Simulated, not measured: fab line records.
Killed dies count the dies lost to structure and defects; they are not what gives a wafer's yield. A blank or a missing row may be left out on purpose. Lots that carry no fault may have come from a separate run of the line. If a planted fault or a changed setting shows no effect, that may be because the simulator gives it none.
Chamber matching :: flow nand-harc :: NHARC_A_STAIRCASE_TRIM_220 on rie-diel-06: 4 sister chambers
The step chemistry O2, time 211.2 s. 20 wafers are shown with their chamber, then 10 later ones without.

## WAFERS PAIRED WITH THEIR CHAMBERS
wafer: L078.1
chamber: 2
showerhead-plenum-p-Torr (Torr): 3.81
drypump-motor-current-A (A): 5.5
rf-vpp-V (V): 59.0

wafer: L078.3
chamber: 1
showerhead-plenum-p-Torr (Torr): 3.56
drypump-motor-current-A (A): 6.1
rf-vpp-V (V): 59.1

wafer: L078.6
chamber: 1
showerhead-plenum-p-Torr (Torr): 3.56
drypump-motor-current-A (A): 6.0
rf-vpp-V (V): 59.6

wafer: L080.1
chamber: 3
showerhead-plenum-p-Torr (Torr): 3.30
drypump-motor-current-A (A): 6.0
rf-vpp-V (V): 57.0

wafer: L080.4
chamber: 2
showerhead-plenum-p-Torr (Torr): 3.80
drypump-motor-current-A (A): 5.5
rf-vpp-V (V): 59.3

wafer: L080.5
chamber: 3
showerhead-plenum-p-Torr (Torr): 3.30
drypump-motor-current-A (A): 6.0
rf-vpp-V (V): 56.4

wafer: L084.3
chamber: 2
showerhead-plenum-p-Torr (Torr): 3.80
drypump-motor-current-A (A): 5.4
rf-vpp-V (V): 58.7

wafer: L084.4
chamber: 1
showerhead-plenum-p-Torr (Torr): 3.56
drypump-motor-current-A (A): 6.0
rf-vpp-V (V): 59.3

wafer: L084.5
chamber: 2
showerhead-plenum-p-Torr (Torr): 3.80
drypump-motor-current-A (A): 5.5
rf-vpp-V (V): 58.2

wafer: L088.2
chamber: 0
showerhead-plenum-p-Torr (Torr): 3.41
drypump-motor-current-A (A): 5.2
rf-vpp-V (V): 57.8

wafer: L088.3
chamber: 2
showerhead-plenum-p-Torr (Torr): 3.80
drypump-motor-current-A (A): 5.4
rf-vpp-V (V): 59.4

wafer: L088.4
chamber: 3
showerhead-plenum-p-Torr (Torr): 3.29
drypump-motor-current-A (A): 6.0
rf-vpp-V (V): 56.8

wafer: L087.2
chamber: 0
showerhead-plenum-p-Torr (Torr): 3.41
drypump-motor-current-A (A): 5.1
rf-vpp-V (V): 56.7

wafer: L087.3
chamber: 1
showerhead-plenum-p-Torr (Torr): 3.55
drypump-motor-current-A (A): 6.0
rf-vpp-V (V): 57.1

wafer: L087.5
chamber: 0
showerhead-plenum-p-Torr (Torr): 3.41
drypump-motor-current-A (A): 5.1
rf-vpp-V (V): 58.2

wafer: L086.1
chamber: 2
showerhead-plenum-p-Torr (Torr): 3.79
drypump-motor-current-A (A): 5.5
rf-vpp-V (V): 58.2

wafer: L086.3
chamber: 1
showerhead-plenum-p-Torr (Torr): 3.55
drypump-motor-current-A (A): 6.1
rf-vpp-V (V): 58.2

wafer: L086.5
chamber: 2
showerhead-plenum-p-Torr (Torr): 3.79
drypump-motor-current-A (A): 5.5
rf-vpp-V (V): 57.6

wafer: L085.3
chamber: 0
showerhead-plenum-p-Torr (Torr): 3.41
drypump-motor-current-A (A): 5.1
rf-vpp-V (V): 57.7

wafer: L085.4
chamber: 3
showerhead-plenum-p-Torr (Torr): 3.29
drypump-motor-current-A (A): 6.0
rf-vpp-V (V): 56.1

SIGNATURES (means of the wafers above)
reading: showerhead-plenum-p-Torr
chamber 0: 3.4100
chamber 1: 3.5560
chamber 2: 3.7986
chamber 3: 3.2950
scatter within a chamber: 0.00562

reading: drypump-motor-current-A
chamber 0: 5.125
chamber 1: 6.040
chamber 2: 5.471
chamber 3: 6.000
scatter within a chamber: 0.046

reading: rf-vpp-V
chamber 0: 57.600
chamber 1: 58.660
chamber 2: 58.629
chamber 3: 56.575
scatter within a chamber: 0.727
Rule: a wafer's distance from a chamber is the root of the sum, over the readings, of the square of ((its reading less the chamber's mean) divided by the reading's scatter). The wafer belongs to the nearest chamber; if the next one is less than 2 further off, it can't be placed. The scatter is the square root of a quotient: the sum, over the shown wafers, of each reading's squared deviation from its chamber's mean, divided by wafers minus chambers.

## WAFERS MISSING THEIR CHAMBER
wafer: L085.5
showerhead-plenum-p-Torr (Torr): 3.55
drypump-motor-current-A (A): 6.0
rf-vpp-V (V): 56.1

wafer: L094.2
showerhead-plenum-p-Torr (Torr): 3.29
drypump-motor-current-A (A): 6.0
rf-vpp-V (V): 58.5

wafer: L094.4
showerhead-plenum-p-Torr (Torr): 3.40
drypump-motor-current-A (A): 5.1
rf-vpp-V (V): 57.8

wafer: L094.6
showerhead-plenum-p-Torr (Torr): 3.54
drypump-motor-current-A (A): 6.0
rf-vpp-V (V): 58.2

wafer: L097.1
showerhead-plenum-p-Torr (Torr): 3.28
drypump-motor-current-A (A): 6.0
rf-vpp-V (V): 57.9

wafer: L097.2
showerhead-plenum-p-Torr (Torr): 3.40
drypump-motor-current-A (A): 5.1
rf-vpp-V (V): 58.6

wafer: L097.5
showerhead-plenum-p-Torr (Torr): 3.29
drypump-motor-current-A (A): 6.0
rf-vpp-V (V): 57.7

wafer: L095.1
showerhead-plenum-p-Torr (Torr): 3.54
drypump-motor-current-A (A): 6.0
rf-vpp-V (V): 57.3

wafer: L095.4
showerhead-plenum-p-Torr (Torr): 3.40
drypump-motor-current-A (A): 5.1
rf-vpp-V (V): 59.1

wafer: L095.6
showerhead-plenum-p-Torr (Torr): 3.40
drypump-motor-current-A (A): 5.1
rf-vpp-V (V): 57.2

## EACH ONE'S CHAMBER
wafer: L085.5
from the rows above: 1
in truth: 1

wafer: L094.2
from the rows above: 3
in truth: 3

wafer: L094.4
from the rows above: 0
in truth: 0

wafer: L094.6
from the rows above: 1
in truth: 1

wafer: L097.1
from the rows above: 3
in truth: 3

wafer: L097.2
from the rows above: 0
in truth: 0

wafer: L097.5
from the rows above: 3
in truth: 3

wafer: L095.1
from the rows above: 1
in truth: 1

wafer: L095.4
from the rows above: 0
in truth: 0

wafer: L095.6
from the rows above: 0
in truth: 0
10 of 10 placed correctly. Left unplaced by these rows: 0. Wrongly placed: 0.
